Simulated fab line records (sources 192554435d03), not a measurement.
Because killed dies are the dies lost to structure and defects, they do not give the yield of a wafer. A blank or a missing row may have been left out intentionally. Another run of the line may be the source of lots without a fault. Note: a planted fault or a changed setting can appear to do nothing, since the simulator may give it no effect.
Which tool is to blame?    flow n5-finfet    36 wafers from 12 lots sampled at 2 of the route's 1938 steps

== WHAT THE GAUGES READ, wafer by wafer ==
N5_BEOL_M12_THK_MEAS_50: measures by xrf.
lot   measured      on             M12_THK (nm)
L077  day 10 22:59  film-metro-02  307 309 313
L076  day 11 05:02  film-metro-02  309 311 306
L079  day 12 04:41  film-metro-01  322 325 313
L081  day 12 12:14  film-metro-02  310 314 312
L082  day 12 20:56  film-metro-01  313 311 314
L085  day 13 06:37  film-metro-02  315 311 312
L087  day 13 23:16  film-metro-02  298 308 304
L090  day 14 08:50  film-metro-01  307 308 305
L089  day 14 18:31  film-metro-02  314 312 315
L095  day 15 19:24  film-metro-02  310 310 315
L094  day 15 22:41  film-metro-02  318 316 314
L097  day 16 09:37  film-metro-02  306 314 311

== WHAT TOOL EACH LOT RAN ON (gives the tool, then ch and the chambers of the sampled wafers, and finally the start) ==
lot   N5_BEOL_M12_PRE_CLEAN_42
L077  pvd-sputter-02, day 10 21:26
L076  pvd-sputter-01, day 11 03:33
L079  pvd-sputter-03, day 12 03:38
L081  pvd-sputter-01, day 12 10:46
L082  pvd-sputter-02, day 12 19:20
L085  pvd-sputter-03, day 13 05:33
L087  pvd-sputter-01, day 13 21:54
L090  pvd-sputter-02, day 14 07:20
L089  pvd-sputter-03, day 14 17:28
L095  pvd-sputter-03, day 15 18:21
L094  pvd-sputter-01, day 15 21:37
L097  pvd-sputter-03, day 16 08:05
- N5_BEOL_M12_PRE_CLEAN_42: time 30 s.

== THE ANSWER, worked out from the rows above alone ==
Rule: usual is defined by the lots themselves. Put in order of their means at a reading, lots are off if they are a third of the lots or fewer, leave a main group of 4 or more, and stand apart from it by a gap of 3 or more times the standard deviation of the main group's means; of several such gaps the widest counts. A main group is skipped when, at the precision printed for the reading in the tables above, its means are all equal. A lot without any number at a reading at which 4 lots or more have one is off too. Where the step has rows for the other lots, those lots are counted as sound.
Nothing can be told from this: no lot is off at any reading shown.

== WHAT THE SIMULATOR HAD INSERTED ==
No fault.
